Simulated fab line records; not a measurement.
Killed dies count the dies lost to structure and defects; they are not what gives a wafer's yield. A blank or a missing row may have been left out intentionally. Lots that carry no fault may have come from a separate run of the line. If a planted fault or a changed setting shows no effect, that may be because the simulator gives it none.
Lot-split experiment + flow n5Finfet + on a route of 1938 steps: 7 lots, 39 wafers read

== ABOUT THE SPLIT ==
At N5_MOL_CONTACT_COAG_EXPOSE_81 (exposes mask VG, defocus 0 nm), the setting doseMj was moved away from the recipe's 59.5 on 18 of the 39 wafers read, by -6.6% to +6.0%. All remaining wafers had this setting at the recipe value.

== FROM THE SPLIT TO THE READING: what the file shows between them, 5 steps ==
- N5_MOL_CONTACT_COAG_PEB_82: peb time 60 s
- N5_MOL_CONTACT_COAG_DEVELOP_83: develop time 30 s
- N5_MOL_CONTACT_COAG_CD_MEAS_84: target cd 25.1 nm
- N5_MOL_CONTACT_COAG_PRECLEAN_144: cleans in alkaline clean, time 60 s
- N5_MOL_CONTACT_COAG_SRD_145: time 30 s

== THE READING ==
cdNm at N5_MOL_CONTACT_COAG_CD_MEAS_137, given in nm (cd target 16 nm). On this fab line, fault-free wafers typically give 16.1 nm with a standard deviation of 0.31 nm.

| wafer  | tool, chamber at the split | doseMj as run | against the recipe | cdNm, nm | against lot-mates on the recipe |
|--------|----------------------------|---------------|--------------------|----------|---------------------------------|
| L076.1 | euvScanner-02, 0           | 55.55         | -6.6%              | 14.9     | -1.5                            |
| L076.2 | euvScanner-02, 0           | 59.5          | recipe             | 16.2     | -                               |
| L076.3 | euvScanner-02, 0           | 59.5          | recipe             | 16.4     | -                               |
| L076.4 | euvScanner-02, 0           | 55.55         | -6.6%              | 15.2     | -1.2                            |
| L076.5 | euvScanner-02, 0           | 59.5          | recipe             | 16.7     | -                               |
| L076.6 | euvScanner-02, 0           | 55.55         | -6.6%              | 14.3     | -2.1                            |
| L077.1 | euvScanner-02, 0           | 56.81         | -4.5%              | 15.1     | -0.8                            |
| L077.2 | euvScanner-02, 0           | 56.81         | -4.5%              | 15.1     | -0.8                            |
| L077.3 | euvScanner-02, 0           | 59.5          | recipe             | 15.8     | -                               |
| L077.4 | euvScanner-02, 0           | 56.81         | -4.5%              | 14.8     | -1.1                            |
| L077.5 | euvScanner-02, 0           | 59.5          | recipe             | 15.9     | -                               |
| L077.6 | euvScanner-02, 0           | 59.5          | recipe             | 16.1     | -                               |
| L081.1 | euvScanner-02, 0           | 59.5          | recipe             | 16.1     | -                               |
| L081.2 | euvScanner-02, 0           | 56.75         | -4.6%              | 15.2     | -0.9                            |
| L081.3 | euvScanner-02, 0           | 59.5          | recipe             | 16.3     | -                               |
| L081.4 | euvScanner-02, 0           | 59.5          | recipe             | 16.0     | -                               |
| L081.5 | euvScanner-02, 0           | 56.75         | -4.6%              | 14.9     | -1.2                            |
| L081.6 | euvScanner-02, 0           | 56.75         | -4.6%              | 15.1     | -1.0                            |
| L083.1 | euvScanner-02, 0           | 57.5          | -3.4%              | 15.3     | -0.9                            |
| L083.2 | euvScanner-02, 0           | 59.5          | recipe             | 16.6     | -                               |
| L083.3 | euvScanner-02, 0           | 59.5          | recipe             | 16.4     | -                               |
| L083.4 | euvScanner-02, 0           | 59.5          | recipe             | 15.7     | -                               |
| L083.5 | euvScanner-02, 0           | 57.5          | -3.4%              | 15.7     | -0.5                            |
| L083.6 | euvScanner-02, 0           | 57.5          | -3.4%              | 15.3     | -0.9                            |
| L086.1 | euvScanner-02, 0           | 59.5          | recipe             | 16.1     | -                               |
| L086.4 | euvScanner-02, 0           | 59.5          | recipe             | 16.5     | -                               |
| L086.5 | euvScanner-02, 0           | 59.5          | recipe             | 16.0     | -                               |
| L088.1 | euvScanner-02, 0           | 59.5          | recipe             | 16.5     | -                               |
| L088.2 | euvScanner-02, 0           | 59.5          | recipe             | 15.6     | -                               |
| L088.3 | euvScanner-02, 0           | 61.21         | +2.9%              | 16.3     | +0.1                            |
| L088.4 | euvScanner-02, 0           | 61.21         | +2.9%              | 16.4     | +0.2                            |
| L088.5 | euvScanner-02, 0           | 61.21         | +2.9%              | 17.0     | +0.8                            |
| L088.6 | euvScanner-02, 0           | 59.5          | recipe             | 16.5     | -                               |
| L093.1 | euvScanner-02, 0           | 63.09         | +6.0%              | 17.5     | +1.1                            |
| L093.2 | euvScanner-02, 0           | 59.5          | recipe             | 16.1     | -                               |
| L093.3 | euvScanner-02, 0           | 59.5          | recipe             | 16.8     | -                               |
| L093.4 | euvScanner-02, 0           | 63.09         | +6.0%              | 17.6     | +1.2                            |
| L093.5 | euvScanner-02, 0           | 63.09         | +6.0%              | 16.9     | +0.5                            |
| L093.6 | euvScanner-02, 0           | 59.5          | recipe             | 16.2     | -                               |

THE FIT
A straight line over all 39 wafers: cdNm changes by +0.21 nm for each +1% of doseMj; r = +0.91; the points scatter about the line by 0.32 nm.
The same after taking each lot's own level away (the mean of its wafers on the recipe; 39 wafers): +0.203 nm for each +1%; r = +0.91; scatter 0.3 nm.
That fit puts the effect of the largest move of doseMj on the reading at 1.3 nm.
Measured against the standard deviation above, the lots' own levels, which go from 15.93 to 16.43 nm, span 1.6 times it.
The two slopes are in agreement: the lot-to-lot level therefore moves the slope only a little.
Check: -1.41 nm against its lot-mates is what the line predicts for one of the wafers moved furthest among these (-6.6%) when that wafer is left out of the fit. Against them it came out at -1.53 nm.

== OTHER SPLITS APPLIED TO THESE WAFERS ==
Other splits were also applied to these wafers ahead of the reading. Each is held against what the fit with the lots' levels taken away leaves over:
| other split on the same wafers     | wafers away from the commonest value | r with cdNm (lot level and that fit taken away) |
|------------------------------------|--------------------------------------|-------------------------------------------------|
| N5_FIN_SAQP_ETCH_65 timeS          | 15                                   | +0.17                                           |
| N5_FIN_SAQP_ETCH_64 biasW          | 15                                   | -0.18                                           |
| N5_DUMMY_GATE_ETCH_37 sourceW      | 15                                   | +0.06                                           |
| N5_DUMMY_GATE_ETCH_31 targetDepthA | 15                                   | +0.25                                           |

== THE WHOLE CHAIN: every reading that the file lists as answering this split, in the file's order ==
| step                            | what it does      | reading | change (the file's fit)               | r (the file's) |
|---------------------------------|-------------------|---------|---------------------------------------|----------------|
| N5_MOL_CONTACT_COAG_CD_MEAS_84  | target cd 25.1 nm | cdNm    | +0.227 nm for each +1% of the setting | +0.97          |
| N5_MOL_CONTACT_COAG_CD_MEAS_137 | target cd 16 nm   | cdNm    | +0.206 nm for each +1% of the setting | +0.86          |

== FILE'S OWN FIT ==
cdNm changes by +0.206 nm for each +1% of doseMj, r = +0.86.
